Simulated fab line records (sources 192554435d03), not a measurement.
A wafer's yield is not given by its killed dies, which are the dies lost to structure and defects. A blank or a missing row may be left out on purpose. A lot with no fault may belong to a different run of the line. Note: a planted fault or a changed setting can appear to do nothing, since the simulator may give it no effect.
The same fault as seen by 2 desks || flow n5-finfet || each desk has only its own numbers; what lay behind them comes last

AT THE TOOL OWNER'S DESK: ald-metal-01
The tool's own readings at N5_BEOL_M0_ALD_136 (deposits TaN, pulse time 2 s, purge time 3 s, co reactant purge time 2 s): means of the sampled wafers that have a number, for each lot that ran on this tool. A lot is out of limits, marked OUT, if its mean lies more than 4 standard deviations from the usual mean; the brackets give that distance.
Columns: A = chamber-pressure-Torr at N5_BEOL_M0_ALD_136, usual 3.000 Torr; B = heater-power-w at N5_BEOL_M0_ALD_136, usual 424 W
{"lot": "L580", "first seen here": "day 5 22:12", "A": 3.000, "B": 446}
{"lot": "L583", "first seen here": "day 6 16:11", "A": 3.002, "B": 395}
{"lot": "L584", "first seen here": "day 6 16:25", "A": 2.995, "B": 384}
{"lot": "L585", "first seen here": "day 7 05:23", "A": 3.000, "B": 404}
{"lot": "L593", "first seen here": "day 10 20:08", "A": 3.002, "B": 390}
This desk's verdict: no lot among the 5 shows anything out of limits.

AT THE METROLOGY DESK
Lot by lot, what the gauges showed, no matter which tool ran the lot: averages of those sampled wafers that carry a number. A lot is out of limits, marked OUT, if its mean lies more than 4 standard deviations from the usual mean; the brackets give that distance. It has 10 readings; the 7 that lie furthest out on some lot are the ones shown.
Columns: A = DIBL_P at N5_BEOL_M4_RC_MEAS_101, usual 36.5 mV/V; B = IOFF_N at N5_BEOL_M4_RC_MEAS_101, usual 0.162 nA/um; C = IOFF_P at N5_BEOL_M4_RC_MEAS_101, usual 0.221 nA/um; D = ION_P at N5_BEOL_M4_RC_MEAS_101, usual 466 uA/um; E = SS_P at N5_BEOL_M4_RC_MEAS_101, usual 73.3 mV/dec; F = VT_N at N5_BEOL_M4_RC_MEAS_101, usual 249.2 mV; G = VT_P at N5_BEOL_M4_RC_MEAS_101, usual -249 mV
{"lot": "L580", "first seen here": "day 8 15:49", "A": 35.2, "B": 0.157, "C": 0.210, "D": 462, "E": 73.3, "F": 248.8, "G": -251}
{"lot": "L583", "first seen here": "day 10 19:10", "A": 33.6, "B": 0.135, "C": 0.209, "D": 464, "E": 72.4, "F": 251.3, "G": -248}
{"lot": "L584", "first seen here": "day 11 01:40", "A": 39.3, "B": 0.195, "C": 0.241, "D": 469, "E": 74.0, "F": 246.2, "G": -247}
{"lot": "L585", "first seen here": "day 11 11:43", "A": 37.3, "B": 0.160, "C": 0.243, "D": 472, "E": 73.5, "F": 248.6, "G": -245}
{"lot": "L593", "first seen here": "day 13 02:37", "A": 37.0, "B": 0.163, "C": 0.235, "D": 468, "E": 73.0, "F": 250.1, "G": -248}
{"lot": "L594", "first seen here": "day 13 03:07", "A": 36.1, "B": 0.157, "C": 0.218, "D": 461, "E": 73.3, "F": 251.2, "G": -249}
{"lot": "L599", "first seen here": "day 14 12:09", "A": 37.9, "B": 0.201, "C": 0.278, "D": 475, "E": 73.5, "F": 245.3, "G": -244}
{"lot": "L602", "first seen here": "day 15 21:52", "A": 34.6, "B": 0.167, "C": 0.241, "D": 476, "E": 72.8, "F": 247.5, "G": -244}
{"lot": "L600", "first seen here": "day 16 04:32", "A": 35.7, "B": 0.153, "C": 0.202, "D": 464, "E": 73.4, "F": 248.7, "G": -249}
This desk's verdict: no lot among the 9 shows anything out of limits.

PUT TOGETHER
The tool owner's desk saw nothing out of limits.
From the metrology desk's view, nothing was out of limits.

WHAT HAD BEEN PUT IN BY THE SIMULATOR
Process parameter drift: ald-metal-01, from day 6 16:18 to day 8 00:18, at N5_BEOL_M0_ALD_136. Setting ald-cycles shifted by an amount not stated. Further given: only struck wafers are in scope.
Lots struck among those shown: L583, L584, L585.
